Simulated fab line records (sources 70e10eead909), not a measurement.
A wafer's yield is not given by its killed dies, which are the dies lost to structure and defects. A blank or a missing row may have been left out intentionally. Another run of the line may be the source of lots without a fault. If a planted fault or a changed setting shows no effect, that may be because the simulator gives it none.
fab line records	flow nand-harc
record: lots: 14	wafers: 42	last-day: 34
route steps=1302 shown A_CHANNEL_HOLE_D2@596 A_CHANNEL_FILL_D2@612
lots that met no fault: from a run of the same line without faults
start-h: start of the lot's first displayed wafer, in hours after the record's first day	wait-h: hours from the lot's prior step to this one	" the same as in the row above	L1.1+2: a single row standing in for several wafers	- no value, or no start given	* or withheld: withheld	< > ~ a bound
route shown NAME@n: NAME is a module with steps in the file, n the number in the route of the first one	usual: average and standard deviation across the fault-free wafers	same: alike in all rows	chamber/n: place in a boat	sites: each site's reading	_std_site: their standard deviation	_edge_site: outer sites' mean less inner sites'	radius-mm: for every site, how far away it sits from the centre of the wafer	mask NAME#n: copy n	behind: tool/chamber where the wafer was last shaped	hold: what put the lot on hold/how long, in hours/how the hold closed	device: names the non-switching transistor (n, p or np)	end of line: the route-end tests of the same wafers	a step with no rows: only its recipe	killed: dies lost to structure and defects at the first sort, not the wafer's yield	map: dies across one wafer; x = killed, . = not, _ = none there
set.NAME: setting as actually run; set.NAME@STEP: the setting as run at that earlier step	model.NAME: the simulator's own value behind a step, which no gauge read
steps of the route over a sample of lots; a table a step, a row a wafer
services: a tool's chamber out of use, with start hour (start-h, from the record's first day; less than 0 if before it), hours out, and reason
== steps ==
step: NHARC_A_CHANNEL_HOLE_D2_ETCH_24
recipe: bias-v: 5000	source-w: withheld	pressure-mtorr: 20	time-s: 906.2	ar-flow-sccm: 375	c4f8-flow-sccm: 93.8	o2-flow-sccm: 31.2	temp-c: -20	target-depth-a: 15000	chemistry: C4F8/O2/Ar
usual: c4f8-flow-sccm: 93.78/0.28	drypump-motor-current-A: 5.1/0.49	showerhead-plenum-p-Torr: 3.65/0.04	throttle-valve-pct: 32.236/0.0092
lot.wafer	tool	chamber	start-h	wait-h	c4f8-flow-sccm	drypump-motor-current-A	rf-hours-counter-h	showerhead-plenum-p-Torr	throttle-valve-pct
L743.3	har-etch-01	1	293.59	0.6	93.72	4.7	-	3.69	32.231
L743.6	"	1	"	"	93.26	4.7	-	3.69	32.233
L743.5	"	0	"	"	93.82	5.9	-	3.69	32.244
L744.2	har-etch-02	1	314.78	0.6	93.94	5.1	358	3.73	32.251
L744.4	"	0	"	"	94.35	4.7	-	3.63	32.240
L744.5	"	1	"	"	94.07	5.1	-	3.73	32.232
L747.2	har-etch-02	0	341.18	0.6	93.71	4.7	395	3.62	32.224
L747.3	"	0	"	"	93.13	4.7	-	3.62	32.242
L747.4	"	1	"	"	93.66	5.1	-	3.72	32.241
L752.3	har-etch-01	1	397.18	0.6	94.01	4.7	-	3.66	32.228
L752.4	"	0	"	"	93.95	5.9	-	3.66	32.241
L752.6	"	0	"	"	94.07	5.9	-	3.66	32.225
L753.2	har-etch-02	1	402.84	0.6	93.72	5.1	6	3.70	32.222
L753.1	"	0	"	"	93.80	4.7	6	3.61	32.235
L753.6	"	0	"	"	94.11	4.7	-	3.61	32.245
L756.1	har-etch-01	0	414.72	0.6	94.01	5.9	231	3.65	32.224
L756.6	"	1	"	"	93.67	4.8	-	3.65	32.220
L756.5	"	0	"	"	93.92	5.9	-	3.65	32.252
L758.1	har-etch-02	0	442.62	0.6	93.46	4.7	29	3.60	32.229
L758.3	"	0	"	"	93.90	4.7	-	3.60	32.237
L758.6	"	0	"	"	93.78	4.7	-	3.60	32.246
L757.1	har-etch-01	0	444.38	0.6	93.58	5.9	246	3.64	32.231
L757.5	"	0	"	"	93.42	5.9	-	3.64	32.231
L757.6	"	1	"	"	93.49	4.7	-	3.64	32.256
L759.2	har-etch-02	1	462.68	0.6	93.55	5.1	37	3.69	32.230
L759.6	"	1	"	"	93.95	5.1	-	3.69	32.239
L759.5	"	0	"	"	93.77	4.7	-	3.59	32.237
L761.2	har-etch-02	0	475.44	0.6	94.27	4.7	48	3.59	32.225
L761.3	"	0	"	"	94.16	4.7	-	3.59	32.231
L761.5	"	0	"	"	93.94	4.7	-	3.59	32.242
L762.2	har-etch-02	0	489.84	0.6	94.23	4.7	56	3.58	32.231
L762.4	"	1	"	"	93.64	5.1	-	3.68	32.244
L762.5	"	0	"	"	94.23	4.7	-	3.58	32.223
L763.2	har-etch-01	1	492.25	0.6	93.79	4.8	273	3.63	32.230
L763.3	"	0	"	"	93.82	5.9	-	3.63	32.218
L763.5	"	1	"	"	93.99	4.7	-	3.63	32.219
L765.1	har-etch-02	1	516.82	0.6	94.02	5.1	71	3.67	32.248
L765.4	"	1	"	"	93.79	5.1	-	3.67	32.234
L765.3	"	0	"	"	93.91	4.7	-	3.58	32.244
L766.1	har-etch-02	0	547.36	0.6	94.32	4.7	86	3.57	32.232
L766.4	"	1	"	"	93.39	5.1	-	3.66	32.234
L766.5	"	1	"	"	93.35	5.1	-	3.66	32.237
step: NHARC_A_CHANNEL_HOLE_D2_XSEM_32
recipe: landing-energy-ev: 35000
usual: bot-cd-nm: 74.3/2.1	bow-nm: 8.6/0.31	tilt-deg: 0.06/0.035
lot.wafer	tool	chamber	start-h	wait-h	bot-cd-nm	bow-nm	tilt-deg
L743.3	xsem-01	0	296.79	0.1	76.1	8.2	0.09
L743.5	"	0	"	"	74.1	8.3	0.09
L743.6	"	0	"	"	71.5	8.2	0.09
L744.2	xsem-02	0	318.27	0.1	73.1	8.8	0.08
L744.4	"	0	"	"	80.0	8.9	0.09
L744.5	"	0	"	"	74.0	8.8	0.08
L747.2	xsem-02	0	344.67	0.1	76.7	8.5	0.05
L747.3	"	0	"	"	72.4	8.5	0.05
L747.4	"	0	"	"	72.3	8.4	0.05
L752.3	xsem-01	0	400.40	0.1	78.2	8.8	0.03
L752.4	"	0	"	"	76.8	8.9	0.03
L752.6	"	0	"	"	77.4	8.9	0.03
L753.1	xsem-02	0	406.34	0.1	77.0	8.6	0.01
L753.2	"	0	"	"	73.7	8.5	0.01
L753.6	"	0	"	"	74.4	8.6	0.01
L756.1	xsem-01	0	418.06	0.1	78.3	8.8	0.11
L756.5	"	0	"	"	77.3	8.9	0.11
L756.6	"	0	"	"	77.8	8.9	0.11
L758.1	xsem-01	0	445.96	0.1	77.2	8.3	0.01
L758.3	"	0	"	"	74.4	8.3	0.01
L758.6	"	0	"	"	72.1	8.4	0.01
L757.1	xsem-02	0	448.03	0.1	76.7	8.6	0.12
L757.5	"	0	"	"	74.2	8.7	0.12
L757.6	"	0	"	"	71.6	8.5	0.12
L759.2	xsem-02	0	466.33	0.1	76.2	8.9	0.02
L759.5	"	0	"	"	76.9	8.9	0.02
L759.6	"	0	"	"	74.3	8.9	0.02
L761.2	xsem-02	0	478.81	0.1	73.3	8.8	0.07
L761.3	"	0	"	"	72.0	8.8	0.07
L761.5	"	0	"	"	72.5	8.7	0.07
L762.2	xsem-01	0	493.34	0.1	72.1	8.3	0.12
L762.4	"	0	"	"	75.3	8.4	0.12
L762.5	"	0	"	"	72.5	8.4	0.12
L763.2	xsem-02	0	495.90	0.1	72.5	8.6	0.08
L763.3	"	0	"	"	73.6	8.6	0.08
L763.5	"	0	"	"	72.1	8.6	0.08
L765.1	xsem-02	0	520.30	0.1	71.9	9.3	0.10
L765.3	"	0	"	"	73.8	9.2	0.10
L765.4	"	0	"	"	74.4	9.3	0.10
L766.1	xsem-02	0	550.70	0.1	74.2	8.5	0.04
L766.4	"	0	"	"	73.1	8.5	0.04
L766.5	"	0	"	"	75.0	8.5	0.04
step: NHARC_A_CHANNEL_FILL_D2_ALD_02
recipe: target-thk-a: 60	pulse-time-s: 10	ald-cycles: 60	temp-c: 300	material: SiO2
usual: heater-power-w: 483/48	precursor-pulse-height-rel: 1.001/0.019
same: ald-cycles: 60	pulse-time-s: 10
lot.wafer	tool	chamber	start-h	wait-h	heater-power-w	precursor-pulse-height-rel
L743.3	ald-hk-04	3	299.20	-	464	1.011
L743.6	"	2	"	"	483	1.002
L743.5	"	3	"	"	453	1.020
L744.2	ald-hk-03	3	318.70	-	530	1.013
L744.4	"	0	"	"	561	0.974
L744.5	"	2	"	"	402	0.986
L747.3	ald-hk-04	2	344.96	-	471	1.009
L747.4	"	0	"	"	518	1.010
L747.2	"	1	"	"	499	1.015
L752.3	ald-hk-02	1	400.75	-	487	1.024
L752.4	"	2	"	"	511	0.984
L752.6	"	0	"	"	502	1.021
L753.1	ald-hk-03	2	406.63	-	379	1.023
L753.2	"	1	"	"	393	0.994
L753.6	"	2	"	"	398	1.002
L756.1	ald-hk-02	1	418.84	-	489	1.030
L756.5	"	2	"	"	506	0.990
L756.6	"	3	"	"	456	1.004
L758.1	ald-hk-02	1	448.60	-	499	0.953
L758.3	"	2	"	"	520	0.977
L758.6	"	2	"	"	498	0.999
L757.1	ald-hk-02	2	449.02	-	496	0.974
L757.6	"	2	"	"	508	1.002
L757.5	"	3	"	"	471	0.983
L759.2	ald-hk-03	0	466.84	-	574	1.026
L759.5	"	1	"	"	388	0.981
L759.6	"	2	"	"	394	1.003
L761.3	ald-hk-04	3	479.12	-	448	1.011
L761.2	"	1	"	"	460	0.982
L761.5	"	0	"	"	518	0.978
L762.4	ald-hk-03	0	493.73	0.2	578	0.993
L762.2	"	1	"	"	396	1.024
L762.5	"	0	"	"	562	1.012
L763.3	ald-hk-04	2	496.37	0.3	488	1.038
L763.2	"	3	"	"	450	1.008
L763.5	"	1	"	"	478	1.011
L765.3	ald-hk-02	1	521.53	1.0	500	1.015
L765.4	"	2	"	"	513	0.967
L765.1	"	0	"	"	503	1.020
L766.4	ald-hk-03	3	550.99	-	537	1.012
L766.1	"	2	"	"	398	1.000
L766.5	"	3	"	"	518	1.008
step: NHARC_A_CHANNEL_FILL_D2_ETCHBACK_19
recipe: target-depth-a: 50	time-s: 1.7	hbr-flow-sccm: 150	cl2-flow-sccm: 50	rf-w: 400	icp-w: 400	bias-w: 100	chemistry: HBr/Cl2
usual: drypump-motor-current-A: 5.9/0.36	mfc-cl2-sccm: 49.96/0.15	oes-product-au: 0.996/0.012	throttle-valve-pct: 26.406/0.0091
lot.wafer	tool	chamber	start-h	wait-h	drypump-motor-current-A	mfc-cl2-sccm	oes-product-au	rf-hours-counter-h	throttle-valve-pct
L743.3	rie-si-05	3	323.42	0.4	6.0	49.96	1.004	0.1	26.399
L743.5	"	0	"	"	5.6	49.56	1.002	-	26.412
L743.6	"	1	"	"	5.8	49.92	1.001	-	26.406
L744.4	rie-si-05	3	342.94	0.4	5.8	49.84	1.006	0.1	26.405
L744.2	"	1	"	"	5.8	49.96	0.998	0.2	26.396
L744.5	"	3	"	"	6.0	50.08	1.007	-	26.397
L747.3	rie-si-05	0	369.40	0.4	5.6	49.98	1.000	0.2	26.393
L747.2	"	1	"	"	5.8	50.03	0.987	0.3	26.403
L747.4	"	2	"	"	6.5	50.08	0.989	-	26.418
L752.3	rie-si-03	3	424.38	0.4	6.0	49.79	0.723	0.0	26.406
L752.4	"	0	"	"	6.5	49.75	1.005	0.0	26.404
L752.6	"	2	"	"	6.5	50.20	0.968	-	26.400
L753.1	rie-si-03	0	430.02	0.4	6.5	50.00	0.726	0.1	26.397
L753.2	"	3	"	"	6.0	50.02	1.015	0.1	26.405
L753.6	"	1	"	"	5.7	49.73	1.011	-	26.409
L756.1	rie-si-02	1	442.25	0.4	5.9	49.96	0.990	1.1	26.405
L756.5	"	2	"	"	5.4	49.85	1.007	-	26.405
L756.6	"	3	"	"	5.8	49.78	0.998	-	26.401
L757.1	rie-si-05	1	472.65	0.4	5.8	49.96	1.004	1.0	26.394
L757.6	"	0	"	"	5.5	50.13	0.993	-	26.407
L757.5	"	1	"	"	5.8	50.25	1.002	-	26.411
L758.3	rie-si-02	3	472.67	0.4	5.8	50.09	0.988	0.1	26.397
L758.1	"	0	"	"	5.7	49.90	0.996	0.1	26.418
L758.6	"	2	"	"	5.4	49.93	0.988	-	26.412
L759.2	rie-si-02	1	490.82	0.4	5.9	50.23	0.988	0.2	26.414
L759.5	"	3	"	"	5.8	49.92	0.969	-	26.401
L759.6	"	0	"	"	5.7	50.14	0.993	-	26.413
L761.2	rie-si-02	2	502.80	0.4	5.4	49.97	0.982	0.3	26.403
L761.3	"	3	"	"	5.8	49.93	0.984	0.3	26.396
L761.5	"	1	"	"	5.9	49.82	0.985	-	26.394
L763.3	rie-si-02	3	517.80	0.4	5.8	50.01	0.996	0.4	26.413
L763.2	"	2	"	"	5.4	49.86	0.989	0.5	26.397
L763.5	"	0	"	"	5.7	49.95	0.996	-	26.406
L762.2	rie-si-03	1	517.82	0.4	5.7	49.87	1.006	0.6	26.400
L762.4	"	2	"	"	6.5	50.20	0.985	0.5	26.406
L762.5	"	1	"	"	5.6	49.97	1.011	-	26.424
L765.4	rie-si-05	2	545.08	0.4	6.6	50.05	1.004	0.4	26.420
L765.1	"	3	"	"	6.0	50.28	0.977	0.3	26.413
L765.3	"	1	"	"	5.8	49.95	0.995	0.3	26.414
L766.4	rie-si-02	3	572.03	0.4	5.8	49.99	0.998	0.6	26.408
L766.1	"	1	"	"	5.9	50.05	1.003	0.6	26.418
L766.5	"	2	"	"	5.4	50.15	0.983	-	26.405
== services ==
tool	chamber	start-h	hours	kind
rie-si-02	-	277.00	9.0	pm
ald-hk-03	-	277.52	0.6	repair
ald-hk-04	-	287.47	0.3	repair
ald-hk-02	-	288.92	1.4	repair
rie-si-05	-	305.00	9.0	pm
rie-si-02	0	306.48	13.4	repair
rie-si-05	0	318.15	1.9	repair
har-etch-02	-	320.28	0.7	repair
ald-hk-02	-	348.00	10.0	pm
rie-si-05	3	361.45	20.9	repair
xsem-01	-	374.00	14.0	pm
har-etch-02	-	379.36	17.0	pm
rie-si-03	2	393.43	1.6	repair
rie-si-03	-	398.00	9.0	pm
har-etch-02	-	428.05	0.5	repair
ald-hk-04	-	442.92	10.0	pm
rie-si-02	-	454.00	9.0	pm
har-etch-01	-	458.81	3.2	repair
rie-si-02	-	476.17	0.9	repair
rie-si-05	1	480.69	13.3	repair
rie-si-05	-	482.00	9.0	pm
ald-hk-02	-	525.13	2.0	repair
ald-hk-02	-	527.16	10.0	pm
ald-hk-03	-	569.84	10.0	pm
== key ==
first-sign: step: NHARC_A_CHANNEL_FILL_D2_ETCHBACK_19	reading: oes-product-au	direction: down	sigmas: 22	usual: 0.996	struck: 0.725
effect none on later readings
met-at NHARC_A_CHANNEL_FILL_D2_ETCHBACK_19
struck-lots L752,L753
struck-wafers L752.3,L753.1
later-rows-left-out L752.3,L753.1
sort-left-out L752.3,L753.1
tester-left-out L752,L753
not-acting-at NHARC_A_CHANNEL_HOLE_D2_ETCH_24,NHARC_A_CHANNEL_HOLE_D2_XSEM_32,NHARC_A_CHANNEL_FILL_D2_ALD_02
fault: kind: process-parameter-drift	tool: rie-si-03	chamber: -	onset-h: 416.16	steps: NHARC_A_CHANNEL_FILL_D2_ETCHBACK_19	channel: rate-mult	offset: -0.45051	shape: step	end-h: 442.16	scope: struck-wafers-only
tester-left-out: of these lots the tester's yield and bins aren't shown, on N5 and GAA mostly nor the transistor test; their killed dies are dies lost to structure and defects alone, not to doping, threshold or leakage, so they don't give the yield
sort-left-out: the simulated sort isn't trusted on such a fault, so these wafers' sort isn't shown, and their yield isn't known
later-rows-left-out: the simulator's readings of these wafers behind a module that went badly wrong aren't trusted and aren't shown, but for the sort
